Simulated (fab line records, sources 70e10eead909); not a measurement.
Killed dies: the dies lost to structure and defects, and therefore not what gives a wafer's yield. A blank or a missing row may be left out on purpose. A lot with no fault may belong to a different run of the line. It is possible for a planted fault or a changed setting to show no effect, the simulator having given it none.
fab line records + flow nand-harc
record:
- lots: 6
- wafers: 18
- last-day: 33
route steps=1302 shown A_SGD_CUT@901 END@1302
lots untouched by any fault: they come from a run of this same line in which no faults occurred
start-h: hours from the record's opening day to when the first of the lot's shown wafers began + wait-h: time in hours since the lot's previous step + " unchanged from the row above + L1.1+2: several wafers, shown together as one row + - no value present, or no start provided + * or withheld: withheld + < > ~ a bound
route shown NAME@n: NAME is a module with steps in the file, n the number in the route of the first one + usual: mean/standard deviation taken from wafers without a fault + same: alike in all rows + chamber/n: place in a boat + sites: each site's reading + _std_site: standard deviation across them + _edge_site: inner sites' mean taken away from outer sites' mean + radius-mm: how far each site lies from the wafer's centre + mask NAME#n: copy n + behind: tool/chamber where the wafer was last shaped + hold: what put the lot on hold/how long, in hours/how the hold closed + device: names the non-switching transistor (n, p or np) + end of line: at the end of the route, the tests of the same wafers + a step with no rows: only its recipe + killed: the dies lost at the first sort to structure and to defects; this is not the yield of the wafer + map: shows each die of a wafer: x if killed, . if not, _ if none is there
set.NAME: the run value of the setting; set.NAME@STEP: its run value at that earlier step + model.NAME: the simulator's own value behind a step, which no gauge read
lots at selected steps of the route; one table per step, one row per wafer
services: from which hour (start-h, from the record's first day; less than 0 if before it) a tool's chamber was out of use, for how many hours, and why
== steps ==
step: NHARC_A_SGD_CUT_CD_MEAS_09
recipe:
- target-cd-nm: 100
- landing-energy-ev: 500
usual:
- cd-nm: 99.7/0.68
| lot.wafer | tool      | chamber | start-h | wait-h | cd-nm |
|-----------|-----------|---------|---------|--------|-------|
| L483.2    | cd-sem-02 | 0       | 440.03  | -      | 100.0 |
| L483.3    | "         | 0       | "       | "      | 99.7  |
| L483.4    | "         | 0       | "       | "      | 99.9  |
| L491.3    | cd-sem-02 | 0       | 536.30  | -      | 100.3 |
| L491.5    | "         | 0       | "       | "      | 100.0 |
| L491.6    | "         | 0       | "       | "      | 100.8 |
| L496.1    | cd-sem-02 | 0       | 571.58  | -      | 100.2 |
| L496.2    | "         | 0       | "       | "      | 100.9 |
| L496.5    | "         | 0       | "       | "      | 99.2  |
| L498.3    | cd-sem-02 | 0       | 598.42  | -      | 98.6  |
| L498.4    | "         | 0       | "       | "      | 99.7  |
| L498.6    | "         | 0       | "       | "      | 99.4  |
| L502.1    | cd-sem-03 | 0       | 626.94  | -      | 100.8 |
| L502.2    | "         | 0       | "       | "      | 100.9 |
| L502.6    | "         | 0       | "       | "      | 100.9 |
| L505.1    | cd-sem-03 | 0       | 658.73  | -      | 98.9  |
| L505.2    | "         | 0       | "       | "      | 100.2 |
| L505.3    | "         | 0       | "       | "      | 98.9  |
step: NHARC_A_SGD_CUT_OVL_MEAS_10
usual:
- overlay-x-nm: 0.4/0.82
- overlay-y-nm: 0.0/0.88
| lot.wafer | tool       | chamber | start-h | wait-h | overlay-x-nm | overlay-y-nm |
|-----------|------------|---------|---------|--------|--------------|--------------|
| L483.2    | overlay-01 | -       | 440.12  | -      | -1.5         | 0.7          |
| L483.3    | "          | -       | "       | "      | -0.7         | 0.9          |
| L483.4    | "          | -       | "       | "      | -1.6         | 1.2          |
| L491.3    | overlay-02 | -       | 536.38  | -      | -0.4         | 0.8          |
| L491.5    | "          | -       | "       | "      | -0.6         | 0.6          |
| L491.6    | "          | -       | "       | "      | 0.2          | 0.2          |
| L496.1    | overlay-01 | -       | 571.67  | -      | 0.0          | -1.2         |
| L496.2    | "          | -       | "       | "      | 0.2          | -1.3         |
| L496.5    | "          | -       | "       | "      | 0.5          | -1.0         |
| L498.3    | overlay-01 | -       | 598.50  | -      | 1.3          | 0.7          |
| L498.4    | "          | -       | "       | "      | 1.1          | 0.3          |
| L498.6    | "          | -       | "       | "      | 1.6          | 1.0          |
| L502.1    | overlay-01 | -       | 627.03  | -      | 0.4          | -0.6         |
| L502.2    | "          | -       | "       | "      | 0.3          | -0.4         |
| L502.6    | "          | -       | "       | "      | -0.4         | -0.7         |
| L505.1    | overlay-01 | -       | 658.82  | -      | -0.8         | -1.3         |
| L505.2    | "          | -       | "       | "      | -1.0         | -1.6         |
| L505.3    | "          | -       | "       | "      | -0.7         | -1.2         |
step: NHARC_A_SGD_CUT_INSPECT_11
usual:
- raw-defect-count: 60/29
| lot.wafer | tool              | chamber | start-h | wait-h | raw-defect-count |
|-----------|-------------------|---------|---------|--------|------------------|
| L483.2    | defect-inspect-02 | -       | 440.16  | 0.0    | 114              |
| L483.3    | "                 | -       | "       | "      | 126              |
| L483.4    | "                 | -       | "       | "      | 115              |
| L491.3    | defect-inspect-02 | -       | 536.42  | 0.0    | 23               |
| L491.5    | "                 | -       | "       | "      | 12               |
| L491.6    | "                 | -       | "       | "      | 10               |
| L496.1    | defect-inspect-02 | -       | 571.70  | 0.0    | 45               |
| L496.2    | "                 | -       | "       | "      | 58               |
| L496.5    | "                 | -       | "       | "      | 68               |
| L498.3    | defect-inspect-02 | -       | 598.55  | 0.1    | 48               |
| L498.4    | "                 | -       | "       | "      | 54               |
| L498.6    | "                 | -       | "       | "      | 65               |
| L502.1    | defect-inspect-01 | -       | 627.06  | 0.0    | 65               |
| L502.2    | "                 | -       | "       | "      | 69               |
| L502.6    | "                 | -       | "       | "      | 64               |
| L505.1    | defect-inspect-01 | -       | 658.85  | 0.0    | 76               |
| L505.2    | "                 | -       | "       | "      | 85               |
| L505.3    | "                 | -       | "       | "      | 74               |
step: NHARC_A_SGD_CUT_DESCUM_14
recipe:
- time-s: 3
- o2-flow-sccm: 200
- ar-flow-sccm: 0
- bias-power-w: 0
- chemistry: O2
usual:
- drypump-motor-current-A: 5.6/0.38
- mfc-ar-sccm: 0.003/0.0034
- o2-flow-sccm: 200.0/0.62
- oes-product-au: 0.997/0.012
- rf-vpp-V: 57.8/0.89
- showerhead-plenum-p-Torr: 1.92/0.089
- throttle-valve-pct: 11.310/0.0079
| lot.wafer | tool        | chamber | start-h | wait-h | drypump-motor-current-A | mfc-ar-sccm | o2-flow-sccm | oes-product-au | rf-hours-counter-h | rf-vpp-V | showerhead-plenum-p-Torr | throttle-valve-pct |
|-----------|-------------|---------|---------|--------|-------------------------|-------------|--------------|----------------|--------------------|----------|--------------------------|--------------------|
| L483.4    | rie-diel-03 | 1       | 440.22  | 0.1    | 5.7                     | 0           | 199.7        | 1.000          | 13                 | 58.1     | 1.99                     | 11.303             |
| L483.3    | "           | 2       | "       | "      | 5.0                     | 0.003       | 200.9        | 1.010          | 14                 | 58.7     | 1.87                     | 11.325             |
| L483.2    | "           | 3       | "       | "      | 6.1                     | 0           | 200.3        | 1.007          | 14                 | 57.0     | 1.80                     | 11.303             |
| L491.3    | rie-diel-11 | 2       | 536.49  | 0.1    | 5.8                     | 0           | 200.5        | 1.010          | 6                  | 59.5     | 1.88                     | 11.309             |
| L491.5    | "           | 1       | "       | "      | 5.2                     | 0.005       | 200.5        | 0.998          | -                  | 57.6     | 1.90                     | 11.311             |
| L491.6    | "           | 2       | "       | "      | 5.8                     | 0           | 199.7        | 0.996          | -                  | 57.0     | 1.88                     | 11.307             |
| L496.1    | rie-diel-03 | 2       | 571.76  | 0.1    | 5.0                     | 0.003       | 200.2        | 0.967          | 10                 | 57.3     | 1.86                     | 11.300             |
| L496.2    | "           | 1       | "       | "      | 5.7                     | 0           | 201.1        | 1.004          | 10                 | 58.5     | 1.98                     | 11.301             |
| L496.5    | "           | 3       | "       | "      | 6.1                     | 0           | 199.9        | 0.980          | -                  | 57.9     | 1.80                     | 11.307             |
| L498.3    | rie-diel-03 | 3       | 598.61  | 0.1    | 6.1                     | 0           | 199.5        | 0.993          | 12                 | 57.6     | 1.80                     | 11.311             |
| L498.4    | "           | 2       | "       | "      | 5.0                     | 0.003       | 200.0        | 0.991          | 12                 | 56.5     | 1.86                     | 11.317             |
| L498.6    | "           | 0       | "       | "      | 5.7                     | 0.011       | 201.3        | 0.987          | -                  | 56.5     | 1.81                     | 11.314             |
| L502.2    | rie-diel-11 | 3       | 627.13  | 0.1    | 6.2                     | 0.008       | 200.0        | 0.985          | 0                  | 56.7     | 1.95                     | 11.324             |
| L502.1    | "           | 1       | "       | "      | 5.2                     | 0.005       | 200.7        | 1.013          | 0                  | 58.5     | 1.90                     | 11.310             |
| L502.6    | "           | 3       | "       | "      | 6.2                     | 0.008       | 200.5        | 0.999          | -                  | 57.2     | 1.95                     | 11.306             |
| L505.1    | rie-diel-11 | 3       | 658.91  | 0.1    | 6.2                     | 0.008       | 199.8        | 0.999          | 2                  | 58.4     | 1.95                     | 11.324             |
| L505.2    | "           | 0       | "       | "      | 5.4                     | 0           | 199.9        | 1.011          | 2                  | 57.7     | 1.79                     | 11.307             |
| L505.3    | "           | 1       | "       | "      | 5.2                     | 0.005       | 201.2        | 0.998          | 2                  | 56.8     | 1.90                     | 11.322             |
step: NHARC_A_SGD_CUT_ETCH_58
recipe:
- target-depth-a: 390
- over-etch-frac: 0.3
- time-s: 65
- ion-energy-ev: 80
- cf4-flow-sccm: 150
- ar-flow-sccm: 0
- rf-w: 300
- bias-w: 100
- chemistry: CF4
usual:
- drypump-motor-current-A: 5.6/0.36
- mfc-ar-sccm: 0.003/0.0034
- oes-product-au: 0.995/0.012
- rf-vpp-V: 151.3/1.2
- showerhead-plenum-p-Torr: 1.77/0.073
- throttle-valve-pct: 13.283/0.0093
same:
- over-etch-frac: 0.3
| lot.wafer | tool        | chamber | start-h | wait-h | drypump-motor-current-A | mfc-ar-sccm | oes-product-au | rf-hours-counter-h | rf-vpp-V | showerhead-plenum-p-Torr | throttle-valve-pct |
|-----------|-------------|---------|---------|--------|-------------------------|-------------|----------------|--------------------|----------|--------------------------|--------------------|
| L483.3    | rie-diel-03 | 2       | 440.30  | 0.1    | 5.0                     | 0.003       | 1.002          | 14                 | 150.2    | 1.73                     | 13.274             |
| L483.4    | "           | 0       | "       | "      | 5.7                     | 0.011       | 1.004          | 13                 | 149.2    | 1.68                     | 13.290             |
| L483.2    | "           | 1       | "       | "      | 5.7                     | 0           | 0.990          | 13                 | 151.7    | 1.83                     | 13.282             |
| L491.3    | rie-diel-11 | 1       | 536.57  | 0.1    | 5.2                     | 0.005       | 1.004          | 6                  | 151.1    | 1.76                     | 13.289             |
| L491.6    | "           | 0       | "       | "      | 5.4                     | 0           | 1.003          | -                  | 149.5    | 1.67                     | 13.265             |
| L491.5    | "           | 1       | "       | "      | 5.2                     | 0.005       | 1.009          | -                  | 150.9    | 1.76                     | 13.292             |
| L496.2    | rie-diel-03 | 1       | 571.85  | 0.1    | 5.7                     | 0           | 1.002          | 10                 | 150.7    | 1.83                     | 13.294             |
| L496.1    | "           | 2       | "       | "      | 5.0                     | 0.003       | 0.969          | 10                 | 151.0    | 1.72                     | 13.274             |
| L496.5    | "           | 1       | "       | "      | 5.7                     | 0           | 1.007          | -                  | 152.1    | 1.83                     | 13.287             |
| L498.3    | rie-diel-03 | 1       | 598.70  | 0.1    | 5.8                     | 0           | 0.986          | 11                 | 152.7    | 1.83                     | 13.276             |
| L498.4    | "           | 3       | "       | "      | 6.1                     | 0           | 0.979          | 12                 | 151.8    | 1.67                     | 13.294             |
| L498.6    | "           | 1       | "       | "      | 5.7                     | 0           | 0.997          | -                  | 151.8    | 1.83                     | 13.287             |
| L502.2    | rie-diel-11 | 2       | 627.22  | 0.1    | 5.8                     | 0           | 1.020          | 0                  | 151.9    | 1.74                     | 13.279             |
| L502.1    | "           | 3       | "       | "      | 6.2                     | 0.008       | 0.977          | 0                  | 150.8    | 1.80                     | 13.287             |
| L502.6    | "           | 1       | "       | "      | 5.2                     | 0.005       | 0.999          | -                  | 149.8    | 1.76                     | 13.290             |
| L505.1    | rie-diel-11 | 0       | 659.00  | 0.1    | 5.4                     | 0           | 1.016          | 2                  | 149.3    | 1.66                     | 13.287             |
| L505.3    | "           | 1       | "       | "      | 5.2                     | 0.005       | 0.995          | 2                  | 151.8    | 1.76                     | 13.279             |
| L505.2    | "           | 3       | "       | "      | 6.3                     | 0.008       | 0.998          | 2                  | 152.2    | 1.80                     | 13.310             |
step: NHARC_A_SGD_CUT_ETCH_59
recipe:
- target-depth-a: 2600
- over-etch-frac: 0.25
- time-s: 406.25
- ion-energy-ev: 200
- n2-flow-sccm: 150
- h2-flow-sccm: 150
- ar-flow-sccm: 0
- rf-w: 400
- bias-w: 150
- chemistry: N2/H2
usual:
- drypump-motor-current-A: 5.6/0.36
- mfc-ar-sccm: 0.003/0.0034
- oes-product-au: 0.996/0.012
- rf-vpp-V: 430.5/2.8
- showerhead-plenum-p-Torr: 2.04/0.096
- throttle-valve-pct: 14.172/0.0089
same:
- over-etch-frac: 0.25
| lot.wafer | tool        | chamber | start-h | wait-h | drypump-motor-current-A | mfc-ar-sccm | oes-product-au | rf-hours-counter-h | rf-vpp-V | showerhead-plenum-p-Torr | throttle-valve-pct |
|-----------|-------------|---------|---------|--------|-------------------------|-------------|----------------|--------------------|----------|--------------------------|--------------------|
| L483.3    | rie-diel-03 | 3       | -       | -      | 6.1                     | 0           | 0.999          | 14                 | 427.5    | 1.92                     | 14.175             |
| L483.4    | "           | 1       | "       | "      | 5.7                     | 0           | 0.995          | 13                 | 432.8    | 2.12                     | 14.172             |
| L483.2    | "           | 2       | "       | "      | 5.0                     | 0.003       | 1.006          | 14                 | 428.7    | 1.99                     | 14.184             |
| L491.3    | rie-diel-11 | 1       | -       | -      | 5.2                     | 0.005       | 1.012          | 6                  | 429.4    | 2.03                     | 14.174             |
| L491.5    | "           | 1       | "       | "      | 5.2                     | 0.005       | 0.999          | -                  | 427.3    | 2.03                     | 14.192             |
| L491.6    | "           | 2       | "       | "      | 5.8                     | 0           | 0.994          | -                  | 428.9    | 2.01                     | 14.171             |
| L496.1    | rie-diel-03 | 0       | -       | -      | 5.8                     | 0.011       | 0.990          | 9                  | 427.0    | 1.93                     | 14.179             |
| L496.2    | "           | 2       | "       | "      | 5.0                     | 0.003       | 0.980          | 10                 | 427.7    | 1.98                     | 14.178             |
| L496.5    | "           | 0       | "       | "      | 5.7                     | 0.011       | 0.984          | -                  | 427.4    | 1.93                     | 14.178             |
| L498.3    | rie-diel-03 | 2       | -       | -      | 5.0                     | 0.003       | 0.983          | 12                 | 429.5    | 1.98                     | 14.168             |
| L498.4    | "           | 3       | "       | "      | 6.1                     | 0           | 0.983          | 12                 | 427.3    | 1.91                     | 14.172             |
| L498.6    | "           | 2       | "       | "      | 5.0                     | 0.003       | 0.980          | -                  | 427.7    | 1.98                     | 14.160             |
| L502.1    | rie-diel-11 | 1       | -       | -      | 5.2                     | 0.005       | 1.007          | 0                  | 430.3    | 2.03                     | 14.164             |
| L502.2    | "           | 3       | "       | "      | 6.3                     | 0.008       | 0.990          | 0                  | 432.8    | 2.08                     | 14.166             |
| L502.6    | "           | 1       | "       | "      | 5.2                     | 0.005       | 1.013          | -                  | 430.2    | 2.03                     | 14.171             |
| L505.2    | rie-diel-11 | 1       | -       | -      | 5.2                     | 0.005       | 0.994          | 2                  | 432.3    | 2.03                     | 14.183             |
| L505.3    | "           | 2       | "       | "      | 5.8                     | 0           | 1.012          | 2                  | 430.9    | 2.00                     | 14.158             |
| L505.1    | "           | 3       | "       | "      | 6.3                     | 0.008       | 1.012          | 2                  | 432.8    | 2.08                     | 14.167             |
step: NHARC_A_SGD_CUT_ETCH_15
recipe:
- target-depth-a: 750
- time-s: 64.3
- ch3f-flow-sccm: 50
- o2-flow-sccm: 30
- ar-flow-sccm: 200
- rf-w: 500
- bias-w: 100
- chemistry: CH3F/O2
step: NHARC_A_SGD_CUT_ETCH_16
recipe:
- target-depth-a: 3105
- time-s: 155.2
- c4f8-flow-sccm: withheld
- o2-flow-sccm: 8
- ar-flow-sccm: withheld
- rf-w: 600
- bias-w: 800
- chemistry: C4F8/O2/Ar
usual:
- oes-product-au: 0.970/0.014
- rf-vpp-V: 723/4.4
| lot.wafer | tool        | chamber | start-h | wait-h | oes-product-au | rf-hours-counter-h | rf-vpp-V |
|-----------|-------------|---------|---------|--------|----------------|--------------------|----------|
| L483.2    | rie-diel-03 | 3       | -       | -      | 0.940          | 14                 | 717      |
| L483.3    | "           | 0       | "       | "      | 0.945          | 13                 | 717      |
| L483.4    | "           | 2       | "       | "      | 0.940          | 14                 | 721      |
| L491.3    | rie-diel-11 | 0       | -       | -      | 0.985          | 5                  | 717      |
| L491.5    | "           | 1       | "       | "      | 0.977          | -                  | 722      |
| L491.6    | "           | 2       | "       | "      | 0.980          | -                  | 723      |
| L496.1    | rie-diel-03 | 1       | -       | -      | 0.983          | 10                 | 727      |
| L496.2    | "           | 2       | "       | "      | 0.952          | 10                 | 721      |
| L496.5    | "           | 2       | "       | "      | 0.960          | -                  | 720      |
| L498.3    | rie-diel-03 | 0       | -       | -      | 0.951          | 10                 | 717      |
| L498.4    | "           | 3       | "       | "      | 0.955          | 12                 | 717      |
| L498.6    | "           | 1       | "       | "      | 0.979          | -                  | 727      |
| L502.1    | rie-diel-11 | 2       | -       | -      | 1.002          | 0                  | 722      |
| L502.2    | "           | 1       | "       | "      | 0.986          | 0                  | 723      |
| L502.6    | "           | 3       | "       | "      | 0.960          | -                  | 726      |
| L505.1    | rie-diel-11 | 0       | -       | -      | 0.981          | 3                  | 717      |
| L505.2    | "           | 1       | "       | "      | 0.980          | 3                  | 723      |
| L505.3    | "           | 2       | "       | "      | 0.987          | 3                  | 722      |
step: NHARC_A_SGD_CUT_STRIP_60
recipe:
- c4f8-flow-sccm: withheld
- o2-flow-sccm: 8
- ar-flow-sccm: withheld
- bias-w: 0
- chemistry: C4F8/O2/Ar
step: NHARC_A_SGD_CUT_STRIP_17
recipe:
- o2-flow-sccm: 500
- ar-flow-sccm: 0
- bias-w: 0
- chemistry: O2
step: NHARC_A_SGD_CUT_PRECLEAN_18
recipe:
- time-s: *
- temp-c: 50
- bath-age-min: 0
- chemistry: SC1
step: NHARC_A_SGD_CUT_SRD_19
step: NHARC_A_SGD_CUT_DEP_20
recipe:
- target-thk-a: 1500
- temp-c: 65
- material: SiO2
| lot.wafer  | tool    | chamber | start-h | wait-h |
|------------|---------|---------|---------|--------|
| L483.2+4+3 | fcvd-02 | 0,1,0   | 441.35  | -      |
| L491.3+5+6 | fcvd-02 | 1,1,0   | 537.65  | -      |
| L496.2+1+5 | fcvd-02 | 0,1,0   | 572.92  | -      |
| L498.3+4+6 | fcvd-02 | 1,0,1   | 599.80  | -      |
| L502.2+1+6 | fcvd-02 | 1,0,0   | 628.24  | -      |
| L505.1+2+3 | fcvd-01 | 0,1,1   | 660.04  | -      |
step: NHARC_A_SGD_CUT_ANNEAL_27
recipe:
- temp-c: 450
- time-s: 1800
step: NHARC_A_SGD_CUT_CMP_21
recipe:
- target-thk-nm: 148.19
usual:
- motor-current-A: 12.4/1.4
- time-to-endpoint-s: 50/4
| lot.wafer | tool   | chamber | start-h | wait-h | motor-current-A | time-to-endpoint-s |
|-----------|--------|---------|---------|--------|-----------------|--------------------|
| L483.4    | cmp-02 | 3       | 447.25  | 0.4    | 13.1            | 58                 |
| L483.3    | "      | 0       | "       | "      | 11.3            | 47                 |
| L483.2    | "      | 1       | "       | "      | 14.2            | 55                 |
| L491.3    | cmp-04 | 0       | 542.13  | 0.4    | 12.4            | 50                 |
| L491.6    | "      | 2       | "       | "      | 12.5            | 53                 |
| L491.5    | "      | 3       | "       | "      | 13.2            | 49                 |
| L496.1    | cmp-01 | 2       | 577.72  | 0.4    | 13.1            | 50                 |
| L496.2    | "      | 0       | "       | "      | 11.4            | 45                 |
| L496.5    | "      | 2       | "       | "      | 13.4            | 50                 |
| L498.3    | cmp-02 | 3       | 603.39  | 0.4    | 13.2            | 51                 |
| L498.4    | "      | 2       | "       | "      | 10.7            | 46                 |
| L498.6    | "      | 0       | "       | "      | 10.7            | 42                 |
| L502.2    | cmp-01 | 0       | 632.92  | 0.4    | 10.8            | 46                 |
| L502.1    | "      | 1       | "       | "      | 14.3            | 45                 |
| L502.6    | "      | 2       | "       | "      | 13.2            | 50                 |
| L505.2    | cmp-02 | 2       | 665.13  | 0.4    | 10.7            | 54                 |
| L505.3    | "      | 3       | "       | "      | 13.6            | 59                 |
| L505.1    | "      | 0       | "       | "      | 11.1            | 45                 |
step: NHARC_A_SGD_CUT_THK_MEAS_22
recipe:
- thk-meas-gauge: ellipsometry
usual:
- thk-nm: 148.1/1.7
| lot.wafer | tool          | chamber | start-h | wait-h | thk-nm |
|-----------|---------------|---------|---------|--------|--------|
| L483.2    | film-metro-02 | -       | 447.49  | 0.2    | 149.0  |
| L483.3    | "             | -       | "       | "      | 147.8  |
| L483.4    | "             | -       | "       | "      | 148.5  |
| L491.3    | film-metro-01 | -       | 542.34  | 0.2    | 148.7  |
| L491.5    | "             | -       | "       | "      | 147.9  |
| L491.6    | "             | -       | "       | "      | 150.2  |
| L496.1    | film-metro-02 | -       | 577.95  | 0.2    | 148.9  |
| L496.2    | "             | -       | "       | "      | 147.3  |
| L496.5    | "             | -       | "       | "      | 148.4  |
| L498.3    | film-metro-01 | -       | 603.64  | 0.2    | 147.1  |
| L498.4    | "             | -       | "       | "      | 137.0  |
| L498.6    | "             | -       | "       | "      | 148.1  |
| L502.1    | film-metro-02 | -       | 633.12  | 0.2    | 133.8  |
| L502.2    | "             | -       | "       | "      | 147.4  |
| L502.6    | "             | -       | "       | "      | 144.2  |
| L505.1    | film-metro-02 | -       | 665.39  | 0.2    | 146.2  |
| L505.2    | "             | -       | "       | "      | 150.1  |
| L505.3    | "             | -       | "       | "      | 151.7  |
step: NHARC_A_SGD_CUT_SRD_23
step: NHARC_END_SORT_01
recipe:
- temp-c: 25
usual:
- killed-at-array: 52/19
- killed-at-other: 1.0/1.2
- killed-at-periphery: 4.1/2.8
- killed-dies: 57/19
- killed-open: 3.1/1.7
- killed-short: 2.5/1.5
same:
- gross-dies: 677
| lot.wafer | tool      | chamber | start-h | wait-h | killed-at-array | killed-at-other | killed-at-periphery | killed-dies | killed-open | killed-short |
|-----------|-----------|---------|---------|--------|-----------------|-----------------|---------------------|-------------|-------------|--------------|
| L491.3    | prober-01 | 0       | 668.31  | 3.1    | 25              | 0               | 3                   | 28          | 6           | 2            |
| L491.5    | prober-01 | 0       | 669.90  | 3.7    | 20              | 0               | 4                   | 24          | 3           | 1            |
| L491.6    | prober-01 | 0       | 670.69  | 4.0    | 20              | 1               | 3                   | 24          | 2           | 2            |
| L496.1    | prober-01 | 0       | 693.63  | 2.5    | 33              | 1               | 2                   | 36          | 1           | 3            |
| L496.2    | prober-01 | 0       | 694.44  | 2.8    | 49              | 0               | 1                   | 50          | 1           | 2            |
| L496.5    | prober-01 | 0       | 696.87  | 3.7    | 48              | 0               | 3                   | 51          | 5           | 1            |
| L498.3    | prober-01 | 0       | 719.97  | 3.1    | 57              | 1               | 5                   | 63          | 1           | 2            |
| L498.4    | prober-01 | 0       | 720.78  | 3.4    | 58              | 1               | 1                   | 60          | 1           | 3            |
| L498.6    | prober-01 | 0       | 722.38  | 4.0    | 64              | 0               | 2                   | 66          | 1           | 3            |
killed by level:class
L491.3 A_STAIRCASE:chamber-film-flake=5 A_CHANNEL_HOLE_D1:chamber-film-flake=4 A_CONTACT:chamber-film-flake=3 A_M0:geometric-particle:open=2 P_CONTACT:geometric-particle:open=1 A_SOURCE_PLATE:geometric-particle:open=1 A_SOURCE_PLATE:geometric-particle:short=1 A_DECK1_JOINT:geometric-particle:open=1
L491.5 A_CHANNEL_HOLE_D1:chamber-film-flake=7 A_CONTACT:chamber-film-flake=5 A_CHANNEL_HOLE_D2:chamber-film-flake=4 P_ZERO_WELL:chamber-film-flake=2 P_CONTACT:geometric-particle:open=1 A_CHANNEL_HOLE_D1:geometric-particle:open=1 A_DECK1_JOINT:geometric-particle:short=1 A_M0:geometric-particle:open=1
L491.6 A_CONTACT:chamber-film-flake=4 P_GATE:chamber-film-flake=3 A_SLIT:chamber-film-flake=3 A_CHANNEL_HOLE_D1:chamber-film-flake=2 A_CHANNEL_HOLE_D2:chamber-film-flake=2 A_STAIRCASE:chamber-film-flake=2 A_BLC:chamber-film-flake=2 A_DECK1_JOINT:geometric-particle:short=1
L496.1 A_CHANNEL_HOLE_D1:chamber-film-flake=14 A_CONTACT:chamber-film-flake=8 A_WL_FILL:chamber-film-flake=4 A_SLIT:chamber-film-flake=3 P_STI:geometric-particle:short=1 A_CHANNEL_FILL_D1:geometric-particle:short=1 A_CHANNEL_HOLE_D2:geometric-particle:short=1 A_BLC:geometric-particle:open=1
L496.2 A_CHANNEL_HOLE_D1:chamber-film-flake=33 A_CHANNEL_HOLE_D2:chamber-film-flake=5 A_WL_FILL:chamber-film-flake=4 A_SLIT:chamber-film-flake=2 A_CONTACT:chamber-film-flake=2 P_GATE:geometric-particle:open=1 A_DECK1_JOINT:geometric-particle:short=1 A_M1:geometric-particle:short=1
L496.5 A_CHANNEL_HOLE_D1:chamber-film-flake=33 A_CHANNEL_HOLE_D2:chamber-film-flake=3 A_WL_FILL:chamber-film-flake=2 A_STAIRCASE:chamber-film-flake=2 A_CONTACT:chamber-film-flake=2 P_GATE:geometric-particle:open=1 P_M0:geometric-particle:open=1 A_CHANNEL_HOLE_D1:geometric-particle:open=1
L498.3 A_SLIT:chamber-film-flake=35 A_CHANNEL_HOLE_D2:chamber-film-flake=8 A_CONTACT:chamber-film-flake=5 A_WL_FILL:chamber-film-flake=4 P_GATE:chamber-film-flake=2 A_CHANNEL_HOLE_D1:chamber-film-flake=2 P_CONTACT:geometric-particle:short=1 P_M1:geometric-particle:short=1
L498.4 A_CHANNEL_HOLE_D2:chamber-film-flake=22 A_CHANNEL_HOLE_D1:chamber-film-flake=15 A_SLIT:chamber-film-flake=12 A_STAIRCASE:chamber-film-flake=3 A_CONTACT:chamber-film-flake=3 A_ONON_D1:geometric-particle:short=1 A_ONON_D2:geometric-particle:short=1 A_SGD_CUT:geometric-particle:short=1
L498.6 A_CHANNEL_HOLE_D2:chamber-film-flake=34 A_SLIT:chamber-film-flake=11 A_STAIRCASE:chamber-film-flake=6 A_WL_FILL:chamber-film-flake=5 A_CONTACT:chamber-film-flake=3 A_CHANNEL_HOLE_D1:chamber-film-flake=2 P_M0:geometric-particle:short=1 A_ONON_D1:geometric-particle:short=1
== services ==
| tool        | chamber | start-h | hours | kind   |
|-------------|---------|---------|-------|--------|
| cmp-02      | -       | 428.57  | 4.0   | pm     |
| rie-diel-11 | 3       | 429.69  | 20.6  | repair |
| rie-diel-11 | -       | 432.56  | 9.0   | pm     |
| cmp-02      | -       | 438.24  | 0.3   | repair |
| cmp-04      | -       | 444.64  | 1.2   | repair |
| fcvd-02     | -       | 450.00  | 13.0  | pm     |
| rie-diel-03 | -       | 458.32  | 9.0   | pm     |
| cmp-02      | -       | 460.97  | 1.4   | repair |
| rie-diel-11 | 0       | 471.97  | 3.4   | repair |
| cmp-04      | -       | 476.76  | 4.4   | repair |
| cmp-01      | -       | 481.01  | 4.0   | pm     |
| cmp-04      | -       | 490.61  | 3.1   | repair |
| rie-diel-03 | 0       | 522.79  | 10.1  | repair |
| cmp-02      | -       | 526.57  | 4.0   | pm     |
| rie-diel-11 | 3       | 552.48  | 1.9   | repair |
| rie-diel-11 | 2       | 567.52  | 9.8   | repair |
| cmp-01      | -       | 579.01  | 4.0   | pm     |
| rie-diel-11 | 2       | 585.89  | 5.8   | repair |
| rie-diel-11 | -       | 609.56  | 9.0   | pm     |
| cmp-02      | -       | 624.57  | 4.0   | pm     |
| fcvd-02     | -       | 631.00  | 13.0  | pm     |
| rie-diel-03 | -       | 635.32  | 9.0   | pm     |
| rie-diel-11 | 3       | 651.71  | 1.2   | repair |
| cmp-02      | -       | 662.04  | 0.7   | repair |
== key ==
first-sign:
- step: NHARC_A_SGD_CUT_THK_MEAS_22
- reading: thk-nm
- direction: down
- sigmas: 7.4
- usual: 148.1
- struck: 135.4
effect none on later readings
met-at NHARC_A_SGD_CUT_DEP_20
struck-wafers L498.4,L502.1
tester-left-out L498,L502
onset-between 572.92 599.80
fault:
- kind: process-parameter-drift
- tool: fcvd-02
- chamber: -
- onset-h: 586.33
- steps: NHARC_A_SGD_CUT_DEP_20
- channel: target-thk-a
- offset: *
- shape: step
- end-h: 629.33
- scope: struck-wafers-only
- acts-in: *
- stated: *
tester-left-out: of these lots the tester's yield and bins aren't shown, on N5 and GAA mostly nor the transistor test; their killed dies are dies lost to structure and defects alone, not to doping, threshold or leakage, so they don't give the yield
